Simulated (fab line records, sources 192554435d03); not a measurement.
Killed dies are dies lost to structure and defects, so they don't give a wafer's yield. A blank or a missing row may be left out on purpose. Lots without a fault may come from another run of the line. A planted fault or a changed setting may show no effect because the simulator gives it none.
fab line records | flow n5_finfet
record lots=12 wafers=35 last_day=17
route steps=1938 shown BEOL_M11@1580 PAD_METAL@1894 PASSIVATION@1908
lots that met no fault: from a run of the same line without faults
start_h: hours from the record's first day to the start of the lot's first wafer shown | wait_h: hours since the lot's step before | " the same as in the row above | L1.1+2: a row that stands for several wafers | - no value, or no start given | * or withheld: withheld | < > ~ a bound
route shown NAME@n: a module of which the file shows steps, and the number in the route of the first | usual: mean/standard deviation of fault-free wafers | same: alike in all rows | chamber/n: place in a boat | sites: the reading at each site | _std_site: their standard deviation | _edge_site: outer sites' mean less inner sites' | radius_mm: how far each site lies from the wafer's centre | mask NAME#n: copy n | behind: the tool/chamber that last shaped the wafer | hold: why the lot was held/for how many hours/how that ended | device: the transistor (n, p or np) that didn't switch | end of line: the same wafers' tests at the end of the route | a step without rows: its recipe alone | killed: dies lost to structure and defects at the first sort, not the wafer's yield | map: a wafer's dies, x killed, . not, _ none there
set.NAME: the setting as run; set.NAME@STEP: as run at that earlier step | model.NAME: the simulator's own value behind a step, which no gauge read
steps of the route over a sample of lots; a table a step, a row a wafer
services: from which hour (start_h, from the record's first day; less than 0 if before it) a tool's chamber was out of use, for how many hours, and why
## steps
# step N5_BEOL_M11_STRIP_77
# recipe chemistry=N2/H2 time_s=10 power_w=450 temp_c=40 pressure_mtorr=20 rf_frequency_hz=6e+07 bias_power_w=7 n2_flow_sccm=200 h2_flow_sccm=200
# usual drypump_motor_current_A=6.0/0.37 oes_product_au=0.76/0.081 rf_vpp_V=59.1/0.78 showerhead_plenum_p_Torr=2.56/0.081 throttle_valve_pct=23.7/0.45
# columns lot.wafer tool chamber start_h wait_h drypump_motor_current_A oes_product_au rf_hours_counter_h rf_vpp_V showerhead_plenum_p_Torr throttle_valve_pct
L875.1 rie_diel-02 1 230.10 - 5.7 0.69 207 57.6 2.40 24.0
L875.3 " 3 " " 5.8 0.68 225 59.1 2.50 24.4
L875.5 " 3 " " 5.8 0.67 - 58.1 2.50 24.5
L874.1 rie_diel-03 2 237.57 - 6.4 0.73 182 59.1 2.51 23.3
L874.3 " 0 " " 6.1 0.74 175 59.7 2.62 23.1
L874.5 " 3 " " 6.6 0.87 - 58.7 2.68 23.4
L873.2 rie_diel-02 1 239.08 - 5.7 0.69 210 56.9 2.40 24.0
L873.3 " 2 " " 6.0 0.74 197 59.3 2.64 24.1
L873.5 " 2 " " 6.0 0.73 - 59.3 2.64 24.1
L876.1 rie_diel-03 0 255.34 - 6.1 0.74 181 60.0 2.62 23.1
L876.3 " 1 " " 5.7 0.72 191 58.4 2.51 24.0
L876.6 " 2 " " 6.4 0.72 - 57.6 2.50 23.3
L877.1 rie_diel-02 3 258.08 - 5.7 0.69 234 59.6 2.49 24.4
L877.6 " 2 " " 6.0 0.73 - 59.4 2.63 24.2
L878.1 rie_diel-01 1 264.91 - 5.6 0.89 20 59.2 2.49 23.5
L878.3 " 2 " " 5.4 0.82 96 59.0 2.58 24.6
L878.6 " 1 " " 5.7 0.91 - 60.7 2.49 23.5
L879.1 rie_diel-02 0 267.11 - 5.9 0.92 14 58.2 2.61 23.5
L879.3 " 3 " " 5.8 0.68 237 59.1 2.49 24.5
L879.5 " 3 " " 5.7 0.69 - 58.6 2.49 24.5
L882.2 rie_diel-03 2 289.15 - 6.4 0.70 196 60.4 2.50 23.3
L882.4 " 0 " " 6.1 0.73 192 59.4 2.62 23.1
L882.5 " 3 " " 6.6 0.84 - 58.6 2.68 23.4
L884.3 rie_diel-03 3 294.10 - 6.6 0.85 67 59.5 2.67 23.4
L884.4 " 1 " " 5.7 0.71 203 59.8 2.50 24.0
L884.6 " 2 " " 6.4 0.71 - 59.2 2.50 23.3
L889.1 rie_diel-02 0 314.02 - 6.0 0.90 28 58.6 2.61 23.5
L889.2 " 3 " " 5.8 0.67 251 58.2 2.49 24.5
L889.5 " 3 " " 5.8 0.67 - 59.6 2.49 24.5
L892.2 rie_diel-02 2 342.75 - 6.0 0.71 232 60.1 2.62 24.2
L892.4 " 2 " " 6.0 0.71 - 59.8 2.62 24.2
L892.5 " 0 " " 6.0 0.87 - 59.0 2.60 23.5
L893.1 rie_diel-02 2 352.73 - 6.0 0.71 235 58.9 2.62 24.2
L893.4 " 0 " " 5.9 0.87 43 60.7 2.60 23.5
L893.6 " 0 " " 6.0 0.87 - 59.6 2.60 23.5
# step N5_PASSIVATION_PRE_CLEAN_19
# recipe gas=H2/He time_s=* temp_c=*
# usual heater_power_w=480/74
# columns lot.wafer tool chamber start_h wait_h heater_power_w
L875.1 pvd_sputter-03 - 265.96 0.0 373
L875.3 " - " " 604
L875.5 " - " " 474
L873.2 pvd_sputter-02 - 276.05 0.0 540
L873.3 " - " " 453
L873.5 " - " " 591
L874.1 pvd_sputter-02 - 280.55 0.0 585
L874.3 " - " " 436
L874.5 " - " " 430
L876.1 pvd_sputter-03 - 299.75 0.0 372
L876.3 " - " " 595
L876.6 " - " " 468
L877.1 pvd_sputter-01 - 300.95 0.0 448
L877.6 " - " " 527
L878.1 pvd_sputter-01 - 303.25 0.0 463
L878.3 " - " " 448
L878.6 " - " " 451
L879.1 pvd_sputter-01 - 307.23 0.0 446
L879.3 " - " " 462
L879.5 " - " " 530
L882.2 pvd_sputter-01 - 326.12 0.0 525
L882.4 " - " " 459
L882.5 " - " " 446
L884.3 pvd_sputter-02 - 337.56 0.0 546
L884.4 " - " " 436
L884.6 " - " " 327
L889.1 pvd_sputter-01 - 352.35 0.0 470
L889.2 " - " " 521
L889.5 " - " " 454
L892.2 pvd_sputter-02 - 384.79 0.0 531
L892.4 " - " " 343
L892.5 " - " " 575
L893.1 pvd_sputter-03 - 389.83 0.0 604
L893.4 " - " " 490
L893.6 " - " " 601
# step N5_PASSIVATION_DESCUM_32
# recipe chemistry=O2 time_s=7.9 source_power_w=50 bias_power_w=20 pressure_mtorr=20 rf_frequency_hz=2.712e+07 temp_c=40 o2_flow_sccm=225
# usual drypump_motor_current_A=5.6/0.59 o2_flow_sccm=225.1/0.67 oes_product_au=0.82/0.077 rf_vpp_V=243.6/1.3 showerhead_plenum_p_Torr=2.12/0.079 throttle_valve_pct=20.42/0.18
# columns lot.wafer tool chamber start_h wait_h drypump_motor_current_A o2_flow_sccm oes_product_au rf_hours_counter_h rf_vpp_V showerhead_plenum_p_Torr throttle_valve_pct
L875.1 rie_diel-06 1 266.81 0.2 4.8 224.8 0.67 240 242.0 2.03 20.45
L875.3 " 2 " " 5.1 224.6 0.76 121 244.4 2.21 20.31
L875.5 " 0 " " 6.2 223.4 0.94 - 240.3 2.04 20.37
L873.2 rie_diel-04 3 276.79 0.0 6.2 225.2 0.74 160 241.6 2.00 20.69
L873.3 " 1 " " 5.9 225.3 0.93 12 244.2 2.16 20.79
L873.5 " 1 " " 5.9 225.2 0.93 - 243.1 2.16 20.79
L874.1 rie_diel-05 1 281.38 0.2 5.4 223.7 0.87 39 245.2 2.20 20.43
L874.3 " 2 " " 5.3 225.0 0.83 90 243.5 2.12 20.18
L874.5 " 1 " " 5.3 224.5 0.87 - 243.6 2.20 20.44
L876.1 rie_diel-05 0 300.65 0.1 4.8 225.0 0.89 38 244.8 2.24 20.57
L876.3 " 2 " " 5.3 225.4 0.80 99 242.4 2.11 20.21
L876.6 " 2 " " 5.3 225.9 0.82 - 244.0 2.11 20.18
L877.1 rie_diel-05 0 301.89 0.2 4.8 225.0 0.89 38 244.6 2.24 20.55
L877.6 " 0 " " 4.8 224.2 0.89 - 245.9 2.24 20.56
L878.1 rie_diel-05 0 304.47 0.4 4.8 224.0 0.90 40 243.8 2.24 20.55
L878.3 " 1 " " 5.3 225.0 0.86 50 245.1 2.20 20.45
L878.6 " 2 " " 5.3 225.6 0.81 - 244.0 2.11 20.21
L879.1 rie_diel-05 2 308.13 0.1 5.3 224.8 0.81 104 242.7 2.11 20.20
L879.3 " 0 " " 4.8 225.5 0.88 43 244.7 2.24 20.57
L879.5 " 0 " " 4.8 225.6 0.88 - 245.8 2.24 20.55
L882.2 rie_diel-05 1 326.82 0.0 5.3 224.4 0.85 61 245.4 2.20 20.47
L882.4 " 0 " " 4.8 224.9 0.87 - 246.4 2.24 20.57
L882.5 " 1 " " 5.3 224.7 0.84 - 244.8 2.19 20.47
L884.3 rie_diel-05 1 338.39 0.0 5.3 224.5 0.84 67 244.3 2.19 20.48
L884.4 " 2 " " 5.3 225.1 0.80 - 241.7 2.11 20.23
L884.6 " 1 " " 5.3 223.8 0.84 - 243.9 2.19 20.47
L889.1 rie_diel-06 2 353.05 0.0 5.1 225.1 0.74 160 246.1 2.20 20.37
L889.2 " 1 " " 4.8 223.2 0.92 15 240.6 2.02 20.18
L889.5 " 1 " " 4.8 224.2 0.91 - 243.3 2.02 20.17
L892.2 rie_diel-06 1 385.61 0.0 4.8 226.1 0.89 26 242.4 2.02 20.18
L892.4 " 3 " " 5.8 225.0 0.74 181 241.4 2.08 20.55
L892.5 " 2 " " 5.1 225.7 0.73 - 243.6 2.20 20.38
L893.1 rie_diel-05 2 390.69 0.0 5.3 226.2 0.77 137 243.6 2.10 20.25
L893.4 " 1 " " 5.3 224.9 0.81 86 244.2 2.19 20.51
L893.6 " 3 " " 6.4 224.9 0.88 - 243.4 2.12 20.29
# step N5_PASSIVATION_PROBE_49
# usual defect_limited_yield=91.4/1.5 killed_at_M0_to_M3=36/11 killed_at_M4_up=14/6 killed_at_contacts=11/6 killed_at_front_end=37/11 killed_at_other=4/3.4 killed_dies=102/18 killed_on_rim=13/3.5 killed_open=66/13 killed_short=34/7.8 sort_bin_4_leakage=0.00/0.017 sort_bin_5_function=5.0/0.97 sort_bin_6_memory=3.2/0.7 sort_n_pass=1078/19 sort_yield_pct=91.3/1.6
# same gross_dies=1180 killed_at_back_side=0 sort_bin_8_speed[%]=0
# columns lot.wafer tool chamber start_h wait_h defect_limited_yield[%] killed_at_M0_to_M3 killed_at_M4_up killed_at_contacts killed_at_front_end killed_at_other killed_dies killed_on_rim killed_open killed_short sort_bin_4_leakage[%] sort_bin_5_function[%] sort_bin_6_memory[%] sort_n_pass sort_yield_pct[%]
L882.2 prober-02 - 332.48 0.1 85.9 36 98 7 24 1 166 25 50 24 0 7.0 3.4 1014 85.9
L882.4 prober-02 - 332.58 0.2 91.5 52 15 7 21 5 100 12 68 31 0 5.0 3.3 1080 91.5
L882.5 prober-02 - 332.63 0.2 93.1 42 8 8 21 3 82 6 59 20 0 4.2 2.6 1098 93.1
L884.3 prober-02 - 343.39 0.1 93.2 28 10 7 31 4 80 9 51 28 0 3.6 3.1 1100 93.2
L884.4 prober-02 - 343.44 0.2 93.6 25 6 9 34 1 75 7 47 28 0.08 3.4 2.7 1104 93.6
L884.6 prober-02 - 343.54 0.3 85.7 30 111 7 19 2 169 31 42 21 0 8.3 2.9 1011 85.7
# killed by level:class
L882.2 BEOL_M11:unspecified=92 BEOL_M3:geometric_particle:open=13 MOL_CONTACT_COAG:geometric_particle:open=7 BEOL_M0_SAQP:geometric_particle:open=7 BEOL_M0_SAQP:geometric_particle:short=6 GATE_CUT:geometric_particle:short=5 GATE_CUT:geometric_particle:open=3 BEOL_M0:geometric_particle:open=3
L882.4 BEOL_M0_SAQP:geometric_particle:open=13 BEOL_M0_SAQP:geometric_particle:short=12 MOL_CONTACT_COAG:geometric_particle:open=7 FIN_SAQP:geometric_particle:open=6 BEOL_M1:geometric_particle:open=6 BEOL_M2:geometric_particle:open=6 FIN_SAQP:geometric_particle:short=5 BEOL_M0:geometric_particle:open=4
L882.5 BEOL_M0_SAQP:geometric_particle:open=15 BEOL_M0_SAQP:geometric_particle:short=8 BEOL_M3:geometric_particle:open=8 MOL_CONTACT_COAG:geometric_particle:open=6 BEOL_M0:geometric_particle:open=4 STARTING-WAFER:geometric_particle:open=4 DUMMY_GATE:geometric_particle:open=3 FIN_SAQP:geometric_particle:open=2
L884.3 FIN_SAQP:geometric_particle:open=14 BEOL_M2:geometric_particle:open=10 MOL_CONTACT_COAG:geometric_particle:open=6 BEOL_M1:geometric_particle:open=5 BEOL_M1:geometric_particle:short=5 FIN_SAQP:geometric_particle:short=4 SPACER0:geometric_particle:short=3 BEOL_M4:geometric_particle:open=3
L884.4 FIN_SAQP:geometric_particle:open=7 BEOL_M0_SAQP:geometric_particle:short=6 MOL_CONTACT_COAG:geometric_particle:open=5 BEOL_M2:geometric_particle:open=5 STI_FIN_REVEAL:geometric_particle:open=4 GATE_CUT:geometric_particle:short=4 GATE_CUT:geometric_particle:open=4 MOL_CONTACT_COAG:geometric_particle:short=4
L884.6 BEOL_M11:unspecified=99 BEOL_M2:geometric_particle:open=6 BEOL_M0_SAQP:geometric_particle:short=5 BEOL_M0_SAQP:geometric_particle:open=5 BEOL_M1:geometric_particle:open=5 DUMMY_GATE:geometric_particle:open=4 MOL_CONTACT_COAG:geometric_particle:open=4 BEOL_M3:geometric_particle:open=4
## services
# columns tool chamber start_h hours kind
rie_diel-01 3 213.02 48.6 repair
rie_diel-03 0 216.61 2.9 repair
rie_diel-04 1 235.62 8.8 repair
rie_diel-05 3 239.05 115.1 repair
rie_diel-03 - 283.25 0.1 repair
rie_diel-03 1 299.40 1.6 repair
rie_diel-02 1 311.81 7.9 repair
rie_diel-02 3 314.33 6.4 repair
rie_diel-02 3 320.94 - clean
rie_diel-02 3 320.94 - consumable_replace:focus_ring
rie_diel-02 3 320.94 25.9 scheduled_down
rie_diel-02 3 320.94 25.9 vent_cycle
pvd_sputter-02 - 321.23 1.2 repair
pvd_sputter-01 - 330.79 2.4 repair
rie_diel-06 0 336.10 14.8 repair
rie_diel-01 2 344.05 3.6 repair
rie_diel-05 0 345.00 5.6 repair
rie_diel-02 3 358.48 9.0 repair
pvd_sputter-01 - 366.78 2.9 repair
rie_diel-02 1 369.38 - clean
rie_diel-01 3 371.86 5.6 repair
pvd_sputter-03 - 373.64 2.2 repair
rie_diel-01 - 377.20 0.4 repair
rie_diel-05 - 384.77 1.2 repair
## key
first_sign step=N5_PASSIVATION_PROBE_49 reading=killed_at_M4_up direction=up sigmas=15 usual=14 struck=104
effect step=N5_PASSIVATION_PROBE_49 reading=defect_limited_yield direction=down sigmas=3.7 usual=91.4 struck=85.8
more_kills_born_at N5_BEOL_M11_STRIP_77@rie_diel-03=191
met_at N5_BEOL_M11_STRIP_77
struck_lots L882,L884
struck_wafers L882.2,L884.6
not_acting_at N5_PASSIVATION_PRE_CLEAN_19,N5_PASSIVATION_DESCUM_32
onset_between 255.34 289.15
fault kind=chamber_particle_source tool=rie_diel-03 chamber=2 onset_h=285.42 steps=N5_BEOL_M11_STRIP_77 rate_per_visit_cm2=1.7465
